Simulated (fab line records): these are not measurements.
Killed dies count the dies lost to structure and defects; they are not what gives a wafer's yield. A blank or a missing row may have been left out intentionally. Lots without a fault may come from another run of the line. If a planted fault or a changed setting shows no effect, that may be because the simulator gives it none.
Matching of chambers    flow n5_finfet    4 sister chambers for N5_BEOL_M5_ETCH_67 on rie_diel-01
The step etches SiARC in CF4, target depth 15.6 nm, time 26 s. 22 wafers are shown with their chamber, then 11 later ones without.

== WAFERS WITH THEIR CHAMBER ==
wafer   chamber  showerhead_plenum_p_Torr (Torr)  drypump_motor_current_A (A)  throttle_valve_pct (%)
L075.2  2        2.21                             5.5                          16.01
L075.3  0        2.14                             5.7                          15.88
L075.5  0        2.14                             5.7                          15.86
L078.1  2        2.21                             5.5                          16.02
L078.2  1        2.13                             6.0                          15.86
L078.3  0        2.14                             5.6                          15.89
L079.2  2        2.21                             5.5                          16.01
L079.4  0        2.14                             5.7                          15.89
L079.6  3        2.04                             6.4                          15.72
L082.1  3        2.04                             6.4                          15.75
L082.2  0        2.13                             5.7                          15.90
L082.3  1        2.12                             6.0                          15.88
L082.4  2        2.21                             5.5                          16.03
L082.5  3        2.04                             6.4                          15.74
L082.6  2        2.21                             5.5                          16.04
L083.2  1        2.12                             6.1                          15.90
L083.3  2        2.21                             5.5                          16.05
L083.5  3        2.04                             6.4                          15.77
L088.2  1        2.12                             6.1                          15.91
L088.5  2        2.20                             5.5                          16.04
L088.6  1        2.12                             6.0                          15.92
L092.4  2        2.20                             5.5                          16.07

SIGNATURES (means of the wafers above)
reading                   chamber 0  chamber 1  chamber 2  chamber 3  scatter within a chamber
showerhead_plenum_p_Torr  2.1380     2.1220     2.2075     2.0400     0.00415
drypump_motor_current_A   5.680      6.040      5.500      6.400      0.0333
throttle_valve_pct        15.8840    15.8940    16.0338    15.7450    0.0204
Rule: for each reading, subtract the chamber's mean from the wafer's reading, divide by that reading's scatter and square the result; add these up over the readings and take the root, which gives the wafer's distance from the chamber. If the next closest chamber is less than 2 further off than the closest, the wafer can't be placed; otherwise it belongs to the closest. How the scatter is found: for the shown wafers, subtract from each reading the mean of its chamber, square and add these, divide the total by (wafers less chambers), then take the root.

== WAFERS WHOSE CHAMBER IS MISSING ==
wafer   showerhead_plenum_p_Torr (Torr)  drypump_motor_current_A (A)  throttle_valve_pct (%)
L092.5  2.12                             5.7                          15.95
L092.6  2.11                             6.1                          15.93
L090.2  2.11                             6.0                          15.93
L090.3  2.12                             5.8                          15.96
L090.4  2.12                             5.7                          15.95
L095.1  2.20                             5.5                          16.12
L095.2  2.11                             6.0                          15.97
L095.3  2.19                             5.5                          16.11
L095.4  2.11                             6.0                          15.95
L095.5  2.19                             5.5                          16.11
L095.6  2.11                             6.0                          15.97

== WHICH CHAMBER EACH ONE RAN IN ==
wafer   from the rows above      in truth
L092.5  0                        0
L092.6  1                        1
L090.2  1                        1
L090.3  can't be placed: 0 or 1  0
L090.4  0                        0
L095.1  2                        2
L095.2  1                        1
L095.3  2                        2
L095.4  1                        1
L095.5  2                        2
L095.6  1                        1
Placed correctly: 10 of 11. Unplaceable from these rows: 1, with the true chamber sitting among the candidates in 1. 0 placed wrongly.
